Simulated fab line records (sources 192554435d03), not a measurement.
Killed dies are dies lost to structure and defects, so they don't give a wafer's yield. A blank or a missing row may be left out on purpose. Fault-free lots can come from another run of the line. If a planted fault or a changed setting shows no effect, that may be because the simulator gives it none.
fab line records | flow n5-finfet
record: lots: 6 wafers: 17 last-day: 17
route steps=1938 shown BEOL_M4@1050 PASSIVATION@1936
lots with no fault: from the same line, run without faults
start-h: hours from the record's opening day to when the first of the lot's shown wafers began | wait-h: hours from the lot's prior step to this one | " unchanged from the row above | L1.1+2: a row that stands for several wafers | - no value present, or no start provided | * or withheld: withheld | < > ~ a bound
route shown NAME@n: names a module that has steps shown in the file, with the first one's number in the route | usual: mean and standard deviation over wafers with no fault | same: alike in all rows | chamber/n: place in a boat | sites: readings site by site | _std_site: how widely they spread, as a standard deviation | _edge_site: the outer-site mean with the inner-site mean subtracted | radius-mm: for every site, how far away it sits from the centre of the wafer | mask NAME#n: copy n | behind: the most recent tool/chamber to have shaped the wafer | hold: reason for holding the lot/hours on hold/outcome of the hold | device: the transistor (n, p or np) that didn't switch | end of line: the route-end tests of the same wafers | for a step that has no rows: nothing shown but its recipe | killed: at the first sort, the dies lost to defects and structure; wafer yield is something else | map: shows each die of a wafer: x if killed, . if not, _ if none is there
set.NAME: the setting as run; set.NAME@STEP: as run at that earlier step | model.NAME: the simulator's own value behind a step, which no gauge read
lots at selected steps of the route; one table per step, one row per wafer
services: a tool's chamber out of use, with start hour (start-h, from the record's first day; less than 0 if before it), hours out, and reason
== steps ==
step: N5_BEOL_M4_COAT_22
recipe: resist: CAR-EUV spin-rpm: 1500 resist-thk-nm: 30
step: N5_BEOL_M4_EBR_24
recipe: solvent: PGMEA ebr-width-mm: 1.5
step: N5_BEOL_M4_SOFTBAKE_23
recipe: temp-c: 110 time-s: 60 resist: CAR-EUV
step: N5_BEOL_M4_EXPOSE_25
recipe: mask-id: V3 na: 0.33 source-shape: quasar sigma-inner: 0.2 sigma-outer: 0.8 polarization: unpolarized defocus-nm: 5 dose-mj: 63
step: N5_BEOL_M4_PEB_26
recipe: peb-temp-c: 100 peb-time-s: 60 resist: CAR-EUV
step: N5_BEOL_M4_DEVELOP_27
recipe: develop-time-s: 30 developer: TMAH resist: CAR-EUV rinse-liquid: surfactant-rinse dry: air-spin dev-temp-c: 23
step: N5_BEOL_M4_CD_MEAS_28
recipe: target-cd-nm: 26.2 landing-energy-ev: 500 detector: se-inlens target-cd-y-nm: 24.1 polarity: opening
usual: cd-nm: 26.23/0.25
same: landing-energy-ev: 500
columns lot.wafer tool chamber start-h wait-h cd-nm
L135.3 cd-sem-02 0 155.62 - 25.87
L135.4 " 0 " " 25.85
L135.6 " 0 " " 26.43
L136.1 cd-sem-02 0 160.17 - 26.04
L136.2 " 0 " " 26.31
L136.6 " 0 " " 26.72
L144.1 cd-sem-02 0 214.58 - 26.42
L144.4 " 0 " " 26.38
L144.5 " 0 " " 26.12
L146.3 cd-sem-01 0 220.10 - 26.36
L146.4 " 0 " " 26.66
L146.5 " 0 " " 26.55
L154.2 cd-sem-02 0 277.55 - 26.07
L154.3 " 0 " " 25.96
L154.6 " 0 " " 26.34
L156.1 cd-sem-03 0 281.24 - 26.22
L156.2 " 0 " " 25.80
step: N5_BEOL_M4_OVL_MEAS_29
recipe: points-per-wafer: 522
usual: V3_OVL: -0.1/0.61
columns lot.wafer tool chamber start-h wait-h V3_OVL[nm]
L135.3 overlay-02 0 155.66 0.0 0.6
L135.4 " 0 " " 1.3
L135.6 " 0 " " 1.3
L136.1 overlay-01 0 160.20 0.0 1.3
L136.2 " 0 " " -0.4
L136.6 " 0 " " 0.6
L144.1 overlay-02 0 214.61 0.0 0.4
L144.4 " 0 " " -0.1
L144.5 " 0 " " -0.3
L146.3 overlay-02 0 220.14 0.0 -1.1
L146.4 " 0 " " 0.1
L146.5 " 0 " " -0.6
L154.2 overlay-02 0 277.58 0.0 -0.4
L154.3 " 0 " " 0.6
L154.6 " 0 " " 0.1
L156.1 overlay-02 0 281.27 0.0 0.1
L156.2 " 0 " " -0.6
step: N5_BEOL_M4_INSPECT_30
recipe: mode: adi inspect-instrument: brightfield
usual: raw-defect-count: 414/85
columns lot.wafer tool chamber start-h wait-h raw-defect-count
L135.3 defect-inspect-01 - 155.71 0.0 367
L135.4 " - " " 364
L135.6 " - " " 461
L136.1 defect-inspect-01 - 160.26 0.1 347
L136.2 " - " " 454
L136.6 " - " " 424
L144.1 defect-inspect-02 - 214.67 0.1 580
L144.4 " - " " 537
L144.5 " - " " 421
L146.3 defect-inspect-01 - 220.19 0.0 384
L146.4 " - " " 534
L146.5 " - " " 358
L154.2 defect-inspect-02 - 277.63 0.0 363
L154.3 " - " " 356
L154.6 " - " " 264
L156.1 defect-inspect-02 - 281.33 0.1 357
L156.2 " - " " 342
step: N5_BEOL_M4_DESCUM_33
recipe: chemistry: O2 time-s: 7 source-power-w: 50 bias-power-w: 20 pressure-mtorr: 20 rf-frequency-hz: 2.712e+07 temp-c: 40 resist: CAR-EUV o2-flow-sccm: 225
usual: drypump-motor-current-A: 5.6/0.46 oes-product-au: 0.83/0.074 rf-fwd-power-W: 49.32/0.24 rf-vpp-V: 243.3/1.2 showerhead-plenum-p-Torr: 2.09/0.061 throttle-valve-pct: 20.17/0.23
columns lot.wafer tool chamber start-h wait-h drypump-motor-current-A oes-product-au rf-fwd-power-W rf-hours-counter-h rf-vpp-V showerhead-plenum-p-Torr throttle-valve-pct
L135.3 rie-diel-02 0 155.74 0.0 6.2 0.94 49.03 9 240.8 2.02 20.30
L135.4 " 1 " " 5.4 0.82 49.59 70 242.3 2.04 19.95
L135.6 " 1 " " 5.4 0.81 49.44 - 243.6 2.04 19.97
L136.1 rie-diel-01 2 160.51 0.3 5.6 0.93 49.22 20 243.1 2.13 20.30
L136.2 " 3 " " 4.8 0.77 49.36 88 242.5 2.07 19.74
L136.6 " 2 " " 5.6 0.93 49.06 - 244.6 2.13 20.29
L144.1 rie-diel-01 1 214.75 0.1 5.5 0.90 49.62 22 242.3 2.15 20.01
L144.4 " 3 " " 4.8 0.77 49.41 107 243.2 2.07 19.79
L144.5 " 3 " " 4.8 0.77 49.49 - 242.8 2.07 19.76
L146.3 rie-diel-01 0 220.22 0.0 5.6 0.71 49.59 192 245.1 2.16 20.26
L146.4 " 3 " " 4.8 0.76 49.46 110 242.6 2.07 19.79
L146.5 " 3 " " 4.8 0.75 49.55 - 243.3 2.07 19.79
L154.2 rie-diel-01 0 277.67 0.0 5.6 0.70 49.15 214 243.0 2.15 20.32
L154.3 " 3 " " 4.8 0.73 49.47 132 243.9 2.06 19.82
L154.6 " 1 " " 5.5 0.86 49.58 - 242.5 2.15 20.03
L156.1 rie-diel-04 0 281.37 0.0 5.8 0.88 49.49 28 242.0 2.04 20.42
L156.2 " 2 " " 5.0 0.81 48.86 84 244.5 2.12 20.20
step: N5_BEOL_M4_ETCH_77
recipe: chemistry: N2/H2 target: underlayer target-depth-a: 65 mask-material: CAR-EUV time-s: 5.2 ion-energy-ev: 200 pressure-mtorr: 30 source-w: 840 bias-w: 150 n2-flow-sccm: 200 h2-flow-sccm: 200 ends: cleared
usual: drypump-motor-current-A: 5.6/0.46 etch-rf-on-time-s: 5.20/0.16 oes-product-au: 0.71/0.068 rf-fwd-power-W: 819.7/2.3 rf-vpp-V: 524.1/2.2 showerhead-plenum-p-Torr: 2.55/0.074 throttle-valve-pct: 17.65/0.18
columns lot.wafer tool chamber start-h wait-h drypump-motor-current-A etch-rf-on-time-s oes-product-au rf-fwd-power-W rf-hours-counter-h rf-vpp-V showerhead-plenum-p-Torr throttle-valve-pct
L135.3 rie-diel-02 0 155.78 0.0 6.2 4.94 0.83 820.5 9 522.7 2.48 17.82
L135.4 " 1 " " 5.4 5.20 0.70 822.0 70 521.4 2.47 17.51
L135.6 " 1 " " 5.4 5.22 0.70 823.2 - 520.9 2.47 17.49
L136.1 rie-diel-01 2 160.54 0.0 5.6 5.07 0.78 819.3 20 526.0 2.59 17.64
L136.2 " 3 " " 4.8 5.34 0.67 820.7 88 525.4 2.57 17.55
L136.6 " 2 " " 5.6 5.04 0.78 822.2 - 524.2 2.59 17.69
L144.1 rie-diel-01 1 214.79 0.0 5.5 5.20 0.75 822.1 22 525.6 2.58 17.32
L144.4 " 3 " " 4.8 5.22 0.66 817.4 107 525.4 2.56 17.56
L144.5 " 3 " " 4.8 5.19 0.67 818.5 - 524.7 2.56 17.57
L146.3 rie-diel-01 0 220.26 0.0 5.6 5.30 0.61 816.8 192 527.9 2.64 17.73
L146.4 " 3 " " 4.8 5.18 0.66 817.8 110 522.0 2.56 17.59
L146.5 " 3 " " 4.8 5.20 0.65 819.9 - 526.3 2.56 17.57
L154.2 rie-diel-01 0 277.70 0.0 5.7 5.37 0.59 820.5 214 526.0 2.63 17.76
L154.3 " 3 " " 4.8 5.23 0.63 819.2 132 522.9 2.55 17.63
L154.6 " 1 " " 5.5 5.16 0.72 816.6 - 523.8 2.57 17.34
L156.1 rie-diel-04 0 281.40 0.0 5.8 5.27 0.74 820.9 28 524.1 2.47 17.65
L156.2 " 2 " " 4.9 5.23 0.68 822.4 84 524.9 2.58 17.81
step: N5_BEOL_M4_ETCH_69
recipe: chemistry: CF4 target: SiARC target-depth-a: 156 mask-material: CAR-EUV time-s: 26 ion-energy-ev: 80 pressure-mtorr: 40 source-w: 545 bias-w: 36 Ar_flow_sccm: 100 cf4-flow-sccm: 100 ends: cleared
usual: drypump-motor-current-A: 5.6/0.46 etch-rf-on-time-s: 26.1/0.9 mfc-ar-sccm: 100.0/0.31 oes-product-au: 0.71/0.067 rf-fwd-power-W: 532.3/1.9 rf-vpp-V: 184.1/1 showerhead-plenum-p-Torr: 2.15/0.056 throttle-valve-pct: 15.39/0.25
columns lot.wafer tool chamber start-h wait-h drypump-motor-current-A etch-rf-on-time-s mfc-ar-sccm oes-product-au rf-fwd-power-W rf-hours-counter-h rf-vpp-V showerhead-plenum-p-Torr throttle-valve-pct
L135.3 rie-diel-02 0 155.79 0.0 6.2 24.6 100.0 0.82 533.1 9 183.2 2.10 15.66
L135.4 " 1 " " 5.4 26.4 99.7 0.70 533.6 70 184.4 2.07 15.09
L135.6 " 1 " " 5.4 26.4 100.0 0.70 533.8 - 181.6 2.07 15.11
L136.1 rie-diel-01 2 160.56 0.0 5.6 25.1 99.9 0.79 531.3 20 185.3 2.19 15.39
L136.2 " 3 " " 4.8 26.3 100.2 0.67 531.8 88 183.5 2.15 15.14
L136.6 " 2 " " 5.6 25.0 100.0 0.78 534.0 - 183.6 2.19 15.43
L144.1 rie-diel-01 1 214.80 0.0 5.5 26.8 99.8 0.74 536.8 22 183.6 2.18 15.06
L144.4 " 3 " " 4.8 25.8 99.5 0.66 532.1 107 182.9 2.15 15.18
L144.5 " 3 " " 4.8 25.7 99.7 0.66 531.6 - 184.3 2.15 15.16
L146.3 rie-diel-01 0 220.27 0.0 5.7 26.5 100.1 0.60 534.7 192 185.4 2.22 15.62
L146.4 " 3 " " 4.8 26.1 99.7 0.65 531.0 110 184.1 2.14 15.16
L146.5 " 3 " " 4.8 26.0 100.4 0.66 531.7 - 184.3 2.14 15.17
L154.2 rie-diel-01 0 277.72 0.0 5.7 26.3 99.7 0.60 531.9 214 184.9 2.21 15.67
L154.3 " 3 " " 4.8 26.1 99.6 0.64 528.8 132 183.6 2.14 15.20
L154.6 " 1 " " 5.5 26.4 100.4 0.72 533.5 - 183.0 2.17 15.10
L156.1 rie-diel-04 0 281.42 0.0 5.9 26.7 99.9 0.74 532.7 28 183.2 2.10 15.60
L156.2 " 2 " " 4.9 26.5 100.4 0.68 532.6 84 183.9 2.16 15.24
step: N5_BEOL_M4_ALD_98
recipe: material: SiO2 target-thk-a: 25 temp-c: 100 ald-precursor-family: BDEAS ald-co-reactant: O2-plasma pulse-time-s: 1 co-reactant-pulse-time-s: 1 purge-time-s: 2 co-reactant-purge-time-s: 2 ald-cycles: 17 pressure-torr: 2
usual: ald-cycles: 17/0 heater-power-w: 80/12 precursor-pulse-height-rel: 1.001/0.019
columns lot.wafer tool chamber start-h wait-h ald-cycles heater-power-w precursor-pulse-height-rel model.SiO2_of_BEOL_M4_ALD_98.thk-nm
L135.3 ald-sin-01 0 155.87 0.1 17 82 0.976 2.4
L135.4 " 2 " " 17 88 0.990 2.4
L135.6 " 3 " " 17 85 0.981 2.4
L136.1 ald-sin-01 0 160.64 0.1 17 82 0.982 2.6
L136.2 " 1 " " 17 65 1.030 2.4
L136.6 " 0 " " 17 82 0.972 2.6
L144.1 ald-sin-02 2 214.89 0.1 17 60 0.977 2.6
L144.4 " 2 " " 17 61 0.999 2.6
L144.5 " 0 " " 21 98 0.991 3
L146.3 ald-sin-02 0 220.36 0.1 17 99 0.994 2.6
L146.4 " 3 " " 17 70 1.030 2.6
L146.5 " 3 " " 21 70 0.991 3
L154.2 ald-sin-01 2 278.09 0.3 17 86 0.995 2.6
L154.3 " 1 " " 17 66 0.976 2.6
L154.6 " 1 " " 17 64 0.983 2.6
L156.1 ald-sin-01 2 281.66 0.2 17 88 1.024 2.6
L156.2 " 3 " " 17 88 0.984 2.6
step: N5_BEOL_M4_ETCHBACK_99
recipe: chemistry: CHF3 target: SiO2 target-depth-a: 50 time-s: 10.4 source-w: 215 bias-w: 47 Ar_flow_sccm: 200 CHF3_flow_sccm: 12 ion-energy-ev: 100 pressure-mtorr: 30
usual: drypump-motor-current-A: 5.5/0.45 mfc-ar-sccm: 200.0/0.62 oes-product-au: 0.82/0.079 rf-fwd-power-W: 212.4/0.98 rf-vpp-V: 244/8.7 showerhead-plenum-p-Torr: 2.17/0.064 throttle-valve-pct: 16.88/0.26
columns lot.wafer tool chamber start-h wait-h drypump-motor-current-A mfc-ar-sccm oes-product-au rf-fwd-power-W rf-hours-counter-h rf-vpp-V showerhead-plenum-p-Torr throttle-valve-pct
L135.3 rie-diel-01 2 157.07 1.1 5.6 199.3 0.92 210.7 18 240 2.21 16.99
L135.4 " 3 " " 4.8 200.5 0.78 211.6 87 230 2.17 16.63
L135.6 " 3 " " 4.8 200.5 0.78 211.6 - 232 2.17 16.64
L136.1 rie-diel-04 0 162.77 2.1 5.9 199.6 0.67 212.4 250 247 2.10 17.30
L136.2 " 1 " " 5.2 200.1 0.92 212.1 16 238 2.30 16.83
L136.6 " 1 " " 5.1 201.3 0.93 212.2 - 238 2.30 16.83
L144.1 rie-diel-02 1 217.92 3.0 5.4 199.1 0.80 211.9 91 242 2.07 16.53
L144.4 " 0 " " 6.2 199.5 0.90 211.7 31 242 2.09 17.10
L144.5 " 2 " " 6.1 200.3 0.86 212.0 - 255 2.11 16.58
L146.3 rie-diel-01 1 225.51 5.1 5.5 199.9 0.87 213.7 27 257 2.20 16.56
L146.4 " 2 " " 5.6 200.6 0.88 212.4 43 240 2.20 17.03
L146.5 " 3 " " 4.8 201.3 0.76 212.6 - 229 2.16 16.68
L156.1 rie-diel-01 0 284.43 2.7 5.7 200.9 0.70 212.8 216 254 2.22 17.09
L156.2 " 3 " " 4.8 199.2 0.75 212.2 135 231 2.16 16.74
L154.2 rie-diel-02 0 284.48 6.3 6.3 198.6 0.86 211.9 53 240 2.08 17.16
L154.3 " 2 " " 6.1 200.7 0.81 212.0 58 254 2.10 16.62
L154.6 " 3 " " 6.1 199.2 0.68 212.2 - 244 2.14 17.43
step: N5_BEOL_M4_RC_MEAS_101
usual: DIBL_N: 36.2/2.2 DIBL_P: 36.5/3 IOFF_N: 0.16/0.039 IOFF_P: 0.22/0.047 ION_N: 675/15 ION_P: 463/10 SS_N: 71.6/0.71 SS_P: 73.4/0.94 VT_N: 250/3.6 VT_P: -250/3.9
columns lot.wafer tool chamber start-h wait-h DIBL_N[mV/V] DIBL_P[mV/V] IOFF_N[nA/um] IOFF_P[nA/um] ION_N[uA/um] ION_P[uA/um] SS_N[mV/dec] SS_P[mV/dec] VT_N[mV] VT_P[mV]
L135.3 prober-01 0 161.71 0.3 38.6 38.4 0.23 0.26 684 464 73.1 73.2 246 -247
L135.4 " 0 " " 36.0 35.5 0.16 0.20 669 457 71.9 73.2 252 -251
L135.6 " 0 " " 36.1 35.4 0.17 0.20 673 453 71.7 73.3 249 -252
L136.1 prober-01 0 167.22 0.0 34.5 30.9 0.11 0.14 655 447 71.3 71.7 256 -256
L136.2 " 0 " " 37.6 36.6 0.17 0.23 677 464 72.7 73.5 249 -249
L136.6 " 0 " " 38.1 35.8 0.18 0.22 679 456 72.9 73.6 248 -250
L144.1 prober-02 0 222.86 0.0 33.1 32.1 0.11 0.11 643 434 70.9 71.8 257 -260
L144.4 " 0 " " 38.7 40.7 0.19 0.22 671 450 71.9 74.5 248 -252
L144.5 " 0 " " 38.0 39.7 0.19 0.20 668 443 71.7 73.8 248 -255
L146.3 prober-02 0 230.79 0.3 36.5 37.8 0.17 0.22 682 472 71.5 72.9 248 -250
L146.4 " 0 " " 37.0 38.2 0.19 0.23 694 475 71.6 73.3 247 -250
L146.5 " 0 " " 39.4 41.5 0.23 0.29 693 476 72.5 75.3 248 -245
L156.1 prober-01 0 289.05 0.0 36.6 38.2 0.16 0.21 672 454 72.0 73.7 250 -252
L156.2 " 0 " " 35.8 37.8 0.14 0.20 690 470 71.6 73.6 250 -253
L154.2 prober-02 0 289.77 0.2 34.5 34.9 0.15 0.23 695 480 71.0 72.4 246 -243
L154.3 " 0 " " 35.0 35.5 0.16 0.24 670 475 71.6 73.1 247 -246
L154.6 " 0 " " 32.6 32.1 0.12 0.19 646 457 70.8 72.4 252 -247
step: N5_PASSIVATION_PROBE_49
usual: defect-limited-yield: 91.5/1.5 killed_at_M0_to_M3: 32/10 killed_at_M4_up: 13/4.9 killed-at-contacts: 13/6.1 killed-at-front-end: 38/11 killed-at-other: 3/3.2 killed-dies: 101/18 killed-open: 66/13 killed-short: 32/8.3 sort_bin_5_function: 5.0/1 sort_bin_6_memory: 3.2/0.74 sort_bin_8_speed: 0.1/1.1 sort-n-pass: 1078/22 sort-yield-pct: 91.3/1.9
same: gross-dies: 1180 killed-at-back-side: 0 sort_bin_4_leakage[%]: 0
columns lot.wafer tool chamber start-h wait-h defect-limited-yield[%] killed_at_M0_to_M3 killed_at_M4_up killed-at-contacts killed-at-front-end killed-at-other killed-dies killed-open killed-short sort_bin_5_function[%] sort_bin_6_memory[%] sort_bin_8_speed[%] sort-n-pass sort-yield-pct[%]
L146.5 prober-01 - 335.55 0.2 90.9 35 17 19 31 5 107 67 38 4.7 4.2 0 1073 90.9
killed by level:class
L146.5 MOL_CONTACT_COAG:geometric-particle:open=14 BEOL_M0_SAQP:geometric-particle:open=13 GATE_CUT:geometric-particle:short=9 STI_FIN_REVEAL:geometric-particle:open=8 BEOL_M0_SAQP:geometric-particle:short=8 BEOL_M1:geometric-particle:open=8 FIN_SAQP:geometric-particle:short=5 MOL_CONTACT_COAG:geometric-particle:short=5
== services ==
columns tool chamber start-h hours kind
rie-diel-01 1 139.95 - clean
rie-diel-01 1 139.95 - consumable-replace:focus-ring
rie-diel-01 1 139.95 16.9 scheduled-down
rie-diel-01 1 139.95 16.9 vent-cycle
rie-diel-04 0 165.14 - clean
rie-diel-04 0 165.14 - consumable-replace:focus-ring
rie-diel-04 0 165.14 17.2 scheduled-down
rie-diel-04 0 165.14 17.2 vent-cycle
rie-diel-04 1 173.76 7.8 repair
ald-sin-02 - 181.32 0.4 repair
rie-diel-04 3 182.36 - clean
rie-diel-04 3 182.36 - consumable-replace:focus-ring
rie-diel-04 3 182.36 21.1 scheduled-down
rie-diel-04 3 182.36 21.1 vent-cycle
ald-sin-01 0 201.35 5.4 repair
ald-sin-02 1 209.49 5.5 repair
ald-sin-02 0 217.68 2.5 repair
rie-diel-02 2 220.06 5.1 repair
rie-diel-02 - 236.00 4.0 repair
rie-diel-04 - 260.98 14.6 pm
rie-diel-04 3 277.80 22.7 repair
rie-diel-04 - 278.13 2.0 repair
== key ==
first-sign: step: N5_BEOL_M4_ALD_98 reading: ald-cycles direction: up sigmas: 99+ usual: * struck: *
effect none on later readings
model-effect: step: N5_BEOL_M4_ALD_98 value: SiO2_of_BEOL_M4_ALD_98.thk-nm without: 2.5 struck: 3
met-at N5_BEOL_M4_ALD_98
struck-wafers L144.5,L146.5
fault: kind: process-parameter-drift tool: ald-sin-02 chamber: - onset-h: 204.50 steps: N5_BEOL_M4_ALD_98 channel: ald-cycles offset: * shape: step end-h: 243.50 scope: struck-wafers-only acts-in: * stated: *
